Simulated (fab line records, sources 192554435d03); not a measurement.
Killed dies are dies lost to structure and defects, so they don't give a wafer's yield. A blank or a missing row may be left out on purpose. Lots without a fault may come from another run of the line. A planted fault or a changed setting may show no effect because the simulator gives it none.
fab line records | flow n5_finfet
record lots=5 wafers=15 last_day=16
route steps=1938 shown HKMG_FIN@409 PASSIVATION@1936
lots that met no fault: from a run of the same line without faults
start_h: hours from the record's first day to the start of the lot's first wafer shown | wait_h: hours since the lot's step before | " the same as in the row above | L1.1+2: a row that stands for several wafers | - no value, or no start given | * or withheld: withheld | < > ~ a bound
route shown NAME@n: a module of which the file shows steps, and the number in the route of the first | usual: mean/standard deviation of fault-free wafers | same: alike in all rows | chamber/n: place in a boat | sites: the reading at each site | _std_site: their standard deviation | _edge_site: outer sites' mean less inner sites' | radius_mm: how far each site lies from the wafer's centre | mask NAME#n: copy n | behind: the tool/chamber that last shaped the wafer | hold: why the lot was held/for how many hours/how that ended | device: the transistor (n, p or np) that didn't switch | end of line: the same wafers' tests at the end of the route | a step without rows: its recipe alone | killed: dies lost to structure and defects at the first sort, not the wafer's yield | map: a wafer's dies, x killed, . not, _ none there
set.NAME: the setting as run; set.NAME@STEP: as run at that earlier step | model.NAME: the simulator's own value behind a step, which no gauge read
lots at some steps of the route; a table a step, a row a wafer
services: from which hour (start_h, from the record's first day; less than 0 if before it) a tool's chamber was out of use, for how many hours, and why
## steps
# step N5_HKMG_FIN_STRIP_60
# recipe chemistry=N2/H2 power_w=2500 temp_c=300 h2_frac=0.65 time_s=360 pressure_mtorr=withheld n2_flow_sccm=1750 h2_flow_sccm=3250
# usual drypump_motor_current_A=5.10/0.29 heater_power_w=475/51
# columns lot.wafer tool chamber start_h wait_h drypump_motor_current_A heater_power_w rf_hours_counter_h
L470.3 plasma_asher-02 0 150.88 0.1 5.67 503 -
L470.4 " 1 " " 5.39 359 -
L470.5 " 0 " " 5.68 508 -
L472.2 plasma_asher-02 0 157.04 0.0 5.68 486 54
L472.4 " 1 " " 5.39 359 -
L472.6 " 0 " " 5.69 496 -
L473.1 plasma_asher-01 1 162.99 0.0 4.92 478 98
L473.4 " 0 " " 4.95 524 -
L473.5 " 1 " " 4.91 469 -
L475.2 plasma_asher-01 1 171.12 0.0 4.93 476 101
L475.3 " 0 " " 4.94 516 -
L475.5 " 1 " " 4.93 464 -
L476.2 plasma_asher-01 0 182.65 0.0 4.94 516 106
L476.3 " 1 " " 4.92 461 -
L476.6 " 1 " " 4.92 472 -
# step N5_HKMG_FIN_WET_ETCH_77
# recipe chemistry=dHCl mix=1:10000 temp_c=25 target=La2O3 stop_on=HfO2 target_depth_nm=2
# step N5_HKMG_FIN_WET_ETCH_78
# recipe chemistry=dNH4OH mix=1:50 temp_c=25 target=Al2O3 stop_on=La2O3 target_depth_nm=4.5 dry=ipa_marangoni rinse_time_s=30 rinse_temp_c=23
# step N5_HKMG_FIN_ALD_79
# recipe material=TiN target_thk_a=15 temp_c=400 ald_precursor_family=TiCl4 ald_co_reactant=NH3 pulse_time_s=1 purge_time_s=3 co_reactant_purge_time_s=2 co_reactant_pulse_time_s=2 ald_cycles=68 pressure_torr=3
# usual ald_cycles=68/0 heater_power_w=872/76 precursor_pulse_height_rel=0.998/0.019
# same purge_time_s=3
# columns lot.wafer tool chamber start_h wait_h ald_cycles heater_power_w precursor_pulse_height_rel
L470.3 ald_metal-01 3 151.25 0.0 68 829 1.007
L470.4 " 2 " " 68 954 1.017
L470.5 " 1 " " 68 919 0.992
L472.2 ald_metal-03 3 157.53 0.0 68 706 1.018
L472.4 " 2 " " 68 817 0.978
L472.6 " 2 " " 68 825 1.033
L473.1 ald_metal-01 1 163.48 0.0 68 901 0.979
L473.4 " 2 " " 68 935 0.990
L473.5 " 1 " " 68 931 1.000
L475.2 ald_metal-04 3 171.62 0.0 68 910 0.980
L475.3 " 0 " " 68 823 0.976
L475.5 " 0 " " 68 817 0.999
L476.2 ald_metal-04 3 183.14 0.0 68 914 0.994
L476.3 " 2 " " 68 977 1.007
L476.6 " 1 " " 68 932 0.988
# step N5_HKMG_FIN_CVD_62
# recipe material=a-Si target_thk_a=30 temp_c=500 precursor=Si2H6 pressure_torr=1 time_s=20.8
# usual heater_power_w=1428/130
# columns lot.wafer tool chamber start_h wait_h heater_power_w
L470.3 thermal_cvd_si-02 2 151.61 0.2 1382
L470.4 " 0 " " 1518
L470.5 " 2 " " 1331
L472.2 thermal_cvd_si-02 0 157.89 0.2 1520
L472.4 " 2 " " 1345
L472.6 " 0 " " 1508
L473.1 thermal_cvd_si-01 2 163.84 0.2 1454
L473.4 " 2 " " 1482
L473.5 " 2 " " 1474
L475.2 thermal_cvd_si-01 0 171.98 0.2 1201
L475.3 " 2 " " 1473
L475.5 " 2 " " 1517
L476.2 thermal_cvd_si-01 1 183.50 0.2 1671
L476.3 " 2 " " 1483
L476.6 " 1 " " 1659
# step N5_HKMG_FIN_RTA_80
# recipe temp_c=withheld time_s=2 ambient=N2 idle_temp_c=600 ramp_up_c_per_s=150 ramp_down_c_per_s=60 cool_to_c=600
# step N5_HKMG_FIN_PRECLEAN_64
# recipe chemistry=dHF time_s=30 temp_c=25 dilution=withheld
# step N5_HKMG_FIN_WET_ETCH_65
# recipe chemistry=TMAH temp_c=70 conc_wt_pct=5 target=a-Si stop_on=TiN time_s=49 target_depth_nm=3
# step N5_HKMG_FIN_WET_ETCH_81
# recipe chemistry=SC1 target=TiN stop_on=HfO2 mix=1:1:5 temp_c=60 time_s=57 target_depth_nm=6
# step N5_HKMG_FIN_WET_ETCH_82
# recipe chemistry=dHCl mix=1:10000 temp_c=25 target=La2O3 stop_on=HfO2 target_depth_nm=2 dry=ipa_marangoni rinse_time_s=30 rinse_temp_c=23
# step N5_HKMG_FIN_ALD_36
# recipe material=TiN target_thk_a=10 temp_c=400 ald_precursor_family=TiCl4 ald_co_reactant=NH3 pulse_time_s=1 purge_time_s=3 co_reactant_purge_time_s=2 co_reactant_pulse_time_s=2 ald_cycles=47 pressure_torr=3
# usual ald_cycles=47/0 heater_power_w=873/68 precursor_pulse_height_rel=0.998/0.019
# same purge_time_s=3
# columns lot.wafer tool chamber start_h wait_h ald_cycles heater_power_w precursor_pulse_height_rel
L470.3 ald_metal-04 2 152.01 0.0 47 984 1.032
L470.4 " 3 " " 47 920 1.006
L470.5 " 2 " " 47 977 0.995
L472.2 ald_metal-04 1 158.29 0.0 47 924 0.977
L472.4 " 2 " " 47 972 0.977
L472.6 " 2 " " 47 979 1.006
L473.1 ald_metal-03 0 164.28 0.0 47 849 0.999
L473.4 " 2 " " 47 836 1.017
L473.5 " 1 " " 47 865 0.994
L475.2 ald_metal-01 0 172.63 0.0 47 858 0.969
L475.3 " 1 " " 47 920 1.023
L475.5 " 3 " " 47 866 0.998
L476.2 ald_metal-01 2 184.06 0.0 47 941 1.005
L476.3 " 1 " " 47 924 0.995
L476.6 " 1 " " 47 924 0.999
# step N5_HKMG_FIN_THK_MEAS_70
# recipe thk_meas_gauge=xrf reads=HfO2_of_HKMG_FIN_HK_ALD_01
# usual HK_THK=1.600/0.022
# columns lot.wafer tool chamber start_h wait_h HK_THK[nm]
L470.3 film_metro-02 - 152.29 0.2 1.640
L470.4 " - " " 1.569
L470.5 " - " " 1.549
L472.2 film_metro-02 - 158.57 0.2 1.584
L472.4 " - " " 1.586
L472.6 " - " " 1.592
L473.1 film_metro-02 - 164.56 0.2 1.588
L473.4 " - " " 1.608
L473.5 " - " " 1.562
L475.2 film_metro-02 - 172.91 0.2 1.607
L475.3 " - " " 1.590
L475.5 " - " " 1.594
L476.2 film_metro-02 - 184.34 0.2 1.595
L476.3 " - " " 1.592
L476.6 " - " " 1.566
# step N5_HKMG_FIN_PWFM_ALD_03
# recipe material=TiN target_thk_a=20 temp_c=400 ald_precursor_family=TiCl4 ald_co_reactant=NH3 pulse_time_s=1 purge_time_s=3 co_reactant_purge_time_s=2 co_reactant_pulse_time_s=2 ald_cycles=91 pressure_torr=3
# usual ald_cycles=91/0 heater_power_w=877/65 precursor_pulse_height_rel=1.001/0.02
# same purge_time_s=3
# columns lot.wafer tool chamber start_h wait_h ald_cycles heater_power_w precursor_pulse_height_rel model.TiN_of_HKMG_FIN_PWFM_ALD_03.thk_nm
L470.3 ald_metal-01 3 152.33 0.0 91 865 0.970 2
L470.4 " 1 " " 91 908 0.958 2
L470.5 " 0 " " 91 839 1.001 2
L472.2 ald_metal-03 1 158.60 0.0 91 869 1.011 2
L472.4 " 2 " " 91 836 1.021 2
L472.6 " 2 " " 91 831 0.964 2
L473.1 ald_metal-04 2 164.60 0.0 91 990 1.013 2
L473.4 " 3 " " 91 867 1.003 2
L473.5 " 0 " " 91 809 1.010 2
L475.2 ald_metal-03 0 172.95 0.0 91 814 0.990 2
L475.3 " 2 " " 113 837 1.007 2.4
L475.5 " 2 " " 91 814 0.996 2
L476.2 ald_metal-04 2 184.37 0.0 91 962 1.028 2
L476.3 " 3 " " 91 911 0.987 2
L476.6 " 3 " " 91 909 1.006 2
# step N5_HKMG_FIN_COAT_29
# recipe resist=SOC temp_c=250 time_s=60 spin_rpm=1500 resist_thk_nm=300
# step N5_PASSIVATION_PROBE_49
# usual killed_at_M0_to_M3=33/11 killed_at_M4_up=13/5.2 killed_at_contacts=11/5.7 killed_at_front_end=39/11 killed_at_other=4/3 killed_dies=101/20 killed_open=66/15 killed_short=33/8.4
# same gross_dies=1180 killed_at_back_side=0
# columns lot.wafer tool chamber start_h wait_h killed_at_M0_to_M3 killed_at_M4_up killed_at_contacts killed_at_front_end killed_at_other killed_dies killed_open killed_short
L476.2 prober-02 - 382.07 0.1 54 14 6 46 1 121 75 46
L476.3 prober-02 - 382.12 0.1 27 14 9 43 7 100 56 44
L476.6 prober-02 - 382.27 0.3 43 8 9 35 1 96 62 33
# killed by level:class
L476.2 BEOL_M0_SAQP:geometric_particle:short=21 FIN_SAQP:geometric_particle:open=13 BEOL_M0_SAQP:geometric_particle:open=12 FIN_SAQP:geometric_particle:short=9 BEOL_M0:geometric_particle:open=7 BEOL_M2:geometric_particle:open=7 GATE_CUT:geometric_particle:short=6 BEOL_M5:geometric_particle:open=6
L476.3 FIN_SAQP:geometric_particle:open=12 FIN_SAQP:geometric_particle:short=11 GATE_CUT:geometric_particle:short=9 MOL_CONTACT_COAG:geometric_particle:open=8 BEOL_M2:geometric_particle:open=7 BEOL_M0_SAQP:geometric_particle:short=7 PAD_METAL:geometric_particle:short=6 BEOL_M3:geometric_particle:open=5
L476.6 BEOL_M0_SAQP:geometric_particle:open=15 BEOL_M0_SAQP:geometric_particle:short=11 FIN_SAQP:geometric_particle:short=8 MOL_CONTACT_COAG:geometric_particle:open=7 BEOL_M2:geometric_particle:open=6 FIN_SAQP:geometric_particle:open=5 BEOL_M3:geometric_particle:open=5 ILD0:geometric_particle:open=4
## services
# columns tool chamber start_h hours kind
ald_metal-03 - 130.52 0.3 repair
ald_metal-03 - 130.98 6.0 pm
plasma_asher-02 - 134.18 1.1 repair
ald_metal-01 - 139.30 1.3 repair
thermal_cvd_si-01 1 162.71 3.2 repair
plasma_asher-02 - 163.55 28.1 pm
## key
first_sign step=N5_HKMG_FIN_PWFM_ALD_03 reading=ald_cycles direction=up sigmas=99+ usual=* struck=*
effect none on later readings
model_effect step=N5_HKMG_FIN_PWFM_ALD_03 value=TiN_of_HKMG_FIN_PWFM_ALD_03.thk_nm without=2 struck=2.4
met_at N5_HKMG_FIN_PWFM_ALD_03
struck_wafers L475.3
tester_left_out L475
onset_between 158.60 172.95
fault kind=process_parameter_drift tool=ald_metal-03 chamber=- onset_h=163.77 steps=N5_HKMG_FIN_PWFM_ALD_03 channel=ald_cycles offset=* shape=step end_h=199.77 scope=struck_wafers_only acts_in=* stated=*
# tester_left_out: of these lots the tester's yield and bins aren't shown, on N5 and GAA mostly nor the transistor test; their killed dies are dies lost to structure and defects alone, not to doping, threshold or leakage, so they don't give the yield
